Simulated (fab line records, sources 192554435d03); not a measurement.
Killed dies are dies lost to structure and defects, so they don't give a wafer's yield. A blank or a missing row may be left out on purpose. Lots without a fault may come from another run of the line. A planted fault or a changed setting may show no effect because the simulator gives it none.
fab line records | flow n5_finfet
record lots=11 wafers=33 last_day=17
route steps=1938 shown BEOL_M12@1658 BEOL_M13@1669
lots that met no fault: from a run of the same line without faults
start_h: hours from the record's first day to the start of the lot's first wafer shown | wait_h: hours since the lot's step before | " the same as in the row above | L1.1+2: a row that stands for several wafers | - no value, or no start given | * or withheld: withheld | < > ~ a bound
route shown NAME@n: a module of which the file shows steps, and the number in the route of the first | usual: mean/standard deviation of fault-free wafers | same: alike in all rows | chamber/n: place in a boat | sites: the reading at each site | _std_site: their standard deviation | _edge_site: outer sites' mean less inner sites' | radius_mm: how far each site lies from the wafer's centre | mask NAME#n: copy n | behind: the tool/chamber that last shaped the wafer | hold: why the lot was held/for how many hours/how that ended | device: the transistor (n, p or np) that didn't switch | end of line: the same wafers' tests at the end of the route | a step without rows: its recipe alone | killed: dies lost to structure and defects at the first sort, not the wafer's yield | map: a wafer's dies, x killed, . not, _ none there
set.NAME: the setting as run; set.NAME@STEP: as run at that earlier step | model.NAME: the simulator's own value behind a step, which no gauge read
steps of the route over a sample of lots; a table a step, a row a wafer
services: from which hour (start_h, from the record's first day; less than 0 if before it) a tool's chamber was out of use, for how many hours, and why
## steps
# step N5_BEOL_M12_INSPECT_55
# recipe inspect_instrument=darkfield mode=post_dep
# usual raw_defect_count=73/24
# columns lot.wafer tool chamber start_h wait_h raw_defect_count
L468.2 defect_inspect-01 - 231.47 0.0 43
L468.3 " - " " 54
L468.4 " - " " 50
L470.1 defect_inspect-01 - 242.06 0.0 63
L470.2 " - " " 61
L470.5 " - " " 68
L469.1 defect_inspect-02 - 242.68 0.0 66
L469.2 " - " " 52
L469.3 " - " " 60
L471.3 defect_inspect-01 - 251.38 0.0 75
L471.4 " - " " 87
L471.6 " - " " 151
L472.4 defect_inspect-01 - 263.31 0.0 83
L472.5 " - " " 57
L472.6 " - " " 90
L484.2 defect_inspect-02 - 333.73 0.0 74
L484.3 " - " " 44
L484.5 " - " " 70
L481.2 defect_inspect-01 - 333.81 0.0 88
L481.3 " - " " 100
L481.5 " - " " 89
L483.2 defect_inspect-01 - 344.35 0.0 72
L483.3 " - " " 48
L483.6 " - " " 73
L486.1 defect_inspect-02 - 344.90 0.0 94
L486.2 " - " " 103
L486.3 " - " " 58
L488.1 defect_inspect-02 - 362.84 0.0 85
L488.4 " - " " 84
L488.5 " - " " 97
L487.3 defect_inspect-02 - 362.98 0.0 53
L487.5 " - " " 65
L487.6 " - " " 87
# step N5_BEOL_M13_CD_MEAS_10
# recipe target_cd_nm=190 landing_energy_ev=500 detector=se_inlens polarity=opening
# usual cd_nm=188.8/1.2
# columns lot.wafer tool chamber start_h wait_h cd_nm
L468.2 cd_sem-02 0 232.08 - 189.7
L468.3 " 0 " " 188.5
L468.4 " 0 " " 189.5
L470.1 cd_sem-02 0 242.55 - 189.7
L470.2 " 0 " " 190.7
L470.5 " 0 " " 189.6
L469.1 cd_sem-01 0 243.29 - 188.3
L469.2 " 0 " " 189.4
L469.3 " 0 " " 187.6
L471.3 cd_sem-03 0 251.87 - 187.9
L471.4 " 0 " " 187.0
L471.6 " 0 " " 187.8
L472.4 cd_sem-01 0 268.11 - 188.6
L472.5 " 0 " " 187.5
L472.6 " 0 " " 188.1
L484.2 cd_sem-02 0 334.35 - 186.9
L484.3 " 0 " " 188.4
L484.5 " 0 " " 187.4
L481.2 cd_sem-02 0 334.51 - 189.8
L481.3 " 0 " " 189.9
L481.5 " 0 " " 188.7
L483.2 cd_sem-03 0 344.97 - 188.6
L483.3 " 0 " " 189.0
L483.6 " 0 " " 187.5
L486.1 cd_sem-01 0 345.51 - 188.0
L486.2 " 0 " " 188.0
L486.3 " 0 " " 188.0
L488.1 cd_sem-02 0 363.37 - 188.1
L488.4 " 0 " " 188.7
L488.5 " 0 " " 188.9
L487.3 cd_sem-01 0 363.47 - 187.7
L487.5 " 0 " " 188.0
L487.6 " 0 " " 188.3
# step N5_BEOL_M13_STRIP_63
# recipe chemistry=N2/H2 power_w=1000 temp_c=250 h2_frac=0.65 overash_fraction=0.3 pressure_mtorr=1000 n2_flow_sccm=1750 h2_flow_sccm=3250
# usual drypump_motor_current_A=5.8/0.62 heater_power_w=344/27 n2_flow_sccm=1750/4.7 oes_product_au=0.674/0.0044 strip_time_to_endpoint_s=27.9/1
# columns lot.wafer tool chamber start_h wait_h drypump_motor_current_A heater_power_w n2_flow_sccm oes_product_au rf_hours_counter_h strip_time_to_endpoint_s
L468.2 plasma_asher-02 1 232.63 - 5.0 386 1749 0.671 62 29.4
L468.3 " 1 " " 5.0 395 1749 0.673 - 29.2
L468.4 " 0 " " 5.8 329 1750 0.678 - 27.9
L470.1 plasma_asher-01 1 242.96 - 6.7 332 1756 0.673 127 29.0
L470.2 " 0 " " 6.1 323 1755 0.676 127 28.7
L470.5 " 0 " " 6.1 325 1750 0.679 - 27.0
L469.1 plasma_asher-02 0 243.70 - 5.7 328 1748 0.668 64 27.6
L469.2 " 1 " " 4.9 385 1752 0.675 64 27.8
L469.3 " 0 " " 5.7 320 1744 0.677 - 28.2
L471.3 plasma_asher-01 1 252.30 - 6.6 338 1749 0.667 - 27.8
L471.4 " 0 " " 6.1 325 1738 0.670 - 28.1
L471.6 " 1 " " 6.7 337 1753 0.683 - 28.2
L472.4 plasma_asher-02 1 268.53 - 4.9 379 1742 0.671 - 25.8
L472.5 " 1 " " 4.9 392 1745 0.668 - 26.7
L472.6 " 0 " " 5.7 331 1753 0.670 - 25.1
L484.2 plasma_asher-02 1 334.86 - 4.9 383 1750 0.670 82 29.1
L484.3 " 0 " " 5.7 323 1747 0.671 - 29.7
L484.5 " 0 " " 5.7 334 1742 0.677 - 29.2
L481.2 plasma_asher-02 0 335.04 - 5.7 326 1747 0.675 83 29.1
L481.3 " 1 " " 4.9 384 1752 0.673 - 28.3
L481.5 " 0 " " 5.7 329 1747 0.677 - 27.8
L483.2 plasma_asher-02 0 345.38 - 5.7 325 1753 0.670 85 29.0
L483.3 " 0 " " 5.7 326 1755 0.671 - 27.9
L483.6 " 1 " " 4.9 379 1747 0.674 - 27.3
L486.1 plasma_asher-01 1 345.92 - 6.6 331 1742 0.672 147 29.5
L486.2 " 0 " " 6.1 328 1763 0.672 147 29.3
L486.3 " 1 " " 6.6 335 1745 0.669 - 28.9
L488.1 plasma_asher-01 0 364.33 - 6.1 328 1747 0.677 151 28.0
L488.4 " 0 " " 6.1 323 1747 0.664 - 26.8
L488.5 " 1 " " 6.6 328 1749 0.667 - 27.3
L487.3 plasma_asher-02 1 364.44 - 4.9 396 1755 0.681 - 29.7
L487.5 " 0 " " 5.8 324 1753 0.684 - 29.4
L487.6 " 1 " " 4.9 393 1757 0.673 - 26.4
# step N5_BEOL_M13_EXPOSE_25
# recipe mask_id=M13 na=0.93 source_shape=conventional sigma_outer=0.4 polarization=unpolarized target_cd_nm=210 dose_mj=22
# usual exposure_dose_mJ_cm2=21.991/0.024
# columns lot.wafer tool chamber start_h wait_h mask exposure_dose_mJ_cm2
L468.2 krf_scanner-01 0 233.12 - M13#0 21.987
L468.3 " 0 " " M13#0 21.971
L468.4 " 0 " " M13#0 22.002
L470.1 krf_scanner-02 0 243.32 - M13#0 21.976
L470.2 " 0 " " M13#0 21.982
L470.5 " 0 " " M13#0 22.001
L469.1 krf_scanner-01 0 244.19 - M13#0 21.990
L469.2 " 0 " " M13#0 22.018
L469.3 " 0 " " M13#0 22.026
L471.3 krf_scanner-01 0 252.66 - M13#0 21.996
L471.4 " 0 " " M13#0 21.974
L471.6 " 0 " " M13#0 21.943
L472.4 krf_scanner-01 0 268.89 - M13#0 21.990
L472.5 " 0 " " M13#0 22.006
L472.6 " 0 " " M13#0 21.991
L484.2 krf_scanner-02 0 335.36 - M13#0 21.989
L484.3 " 0 " " M13#0 21.954
L484.5 " 0 " " M13#0 21.986
L481.2 krf_scanner-01 0 335.54 - M13#0 23.171
L481.3 " 0 " " M13#0 23.180
L481.5 " 0 " " M13#0 23.193
L483.2 krf_scanner-01 0 345.75 - M13#0 22.789
L483.3 " 0 " " M13#0 22.806
L483.6 " 0 " " M13#0 22.770
L486.1 krf_scanner-02 0 346.41 - M13#0 21.974
L486.2 " 0 " " M13#0 21.928
L486.3 " 0 " " M13#0 21.954
L488.1 krf_scanner-02 0 364.70 - M13#0 21.976
L488.4 " 0 " " M13#0 21.992
L488.5 " 0 " " M13#0 21.992
L487.3 krf_scanner-02 0 364.79 - M13#0 22.002
L487.5 " 0 " " M13#0 22.003
L487.6 " 0 " " M13#0 21.978
# step N5_BEOL_M13_CD_MEAS_28
# recipe target_cd_nm=209.5 landing_energy_ev=500 detector=se_inlens
# usual cd_nm=210.4/0.83
# columns lot.wafer tool chamber start_h wait_h cd_nm
L468.2 cd_sem-03 0 233.29 - 210.5
L468.3 " 0 " " 210.4
L468.4 " 0 " " 210.6
L470.1 cd_sem-01 0 243.49 - 209.0
L470.2 " 0 " " 209.5
L470.5 " 0 " " 211.0
L469.1 cd_sem-01 0 244.36 - 210.3
L469.2 " 0 " " 210.6
L469.3 " 0 " " 211.6
L471.3 cd_sem-03 0 252.82 - 210.2
L471.4 " 0 " " 210.6
L471.6 " 0 " " 211.0
L472.4 cd_sem-02 0 269.05 - 209.9
L472.5 " 0 " " 209.5
L472.6 " 0 " " 209.6
L484.2 cd_sem-03 0 335.53 - 209.9
L484.3 " 0 " " 210.6
L484.5 " 0 " " 209.6
L481.2 cd_sem-03 0 335.70 - 217.1
L481.3 " 0 " " 216.1
L481.5 " 0 " " 216.0
L483.2 cd_sem-02 0 345.91 - 214.0
L483.3 " 0 " " 214.5
L483.6 " 0 " " 214.4
L486.1 cd_sem-03 0 346.58 - 211.7
L486.2 " 0 " " 211.9
L486.3 " 0 " " 211.3
L488.1 cd_sem-03 0 364.87 - 209.6
L488.4 " 0 " " 210.4
L488.5 " 0 " " 210.3
L487.3 cd_sem-01 0 364.96 - 211.0
L487.5 " 0 " " 211.3
L487.6 " 0 " " 211.6
## services
# columns tool chamber start_h hours kind
plasma_asher-02 - 209.69 3.4 repair
krf_scanner-01 0 217.47 - calibration
krf_scanner-01 - 221.75 1.3 pm
krf_scanner-02 - 273.65 1.0 pm
krf_scanner-02 - 304.87 2.9 repair
krf_scanner-02 - 308.92 1.3 pm
krf_scanner-01 - 310.22 3.6 pm
krf_scanner-01 - 330.31 0.8 pm
krf_scanner-02 - 332.42 0.4 repair
krf_scanner-01 - 362.98 1.0 pm
## key
first_sign step=N5_BEOL_M13_EXPOSE_25 reading=exposure_dose_mJ_cm2 direction=up sigmas=42 usual=21.991 struck=22.985
effect step=N5_BEOL_M13_CD_MEAS_28 reading=cd_nm direction=up sigmas=6 usual=210.4 struck=215.4 through=control_loop
met_at N5_BEOL_M13_EXPOSE_25
struck_lots L481,L483
loop_trim step=N5_BEOL_M13_EXPOSE_25 setting=dose lots=L483
not_acting_at N5_BEOL_M12_INSPECT_55,N5_BEOL_M13_CD_MEAS_10,N5_BEOL_M13_STRIP_63
onset_between 268.89 335.54
fault kind=process_parameter_drift tool=krf_scanner-01 chamber=- onset_h=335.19 steps=N5_BEOL_M13_EXPOSE_25 channel=dose_mj offset=1.1944 shape=step acts_in=these_recipes_only stated=22
# loop_trim: a control loop set the setting to another value than it would have without faults
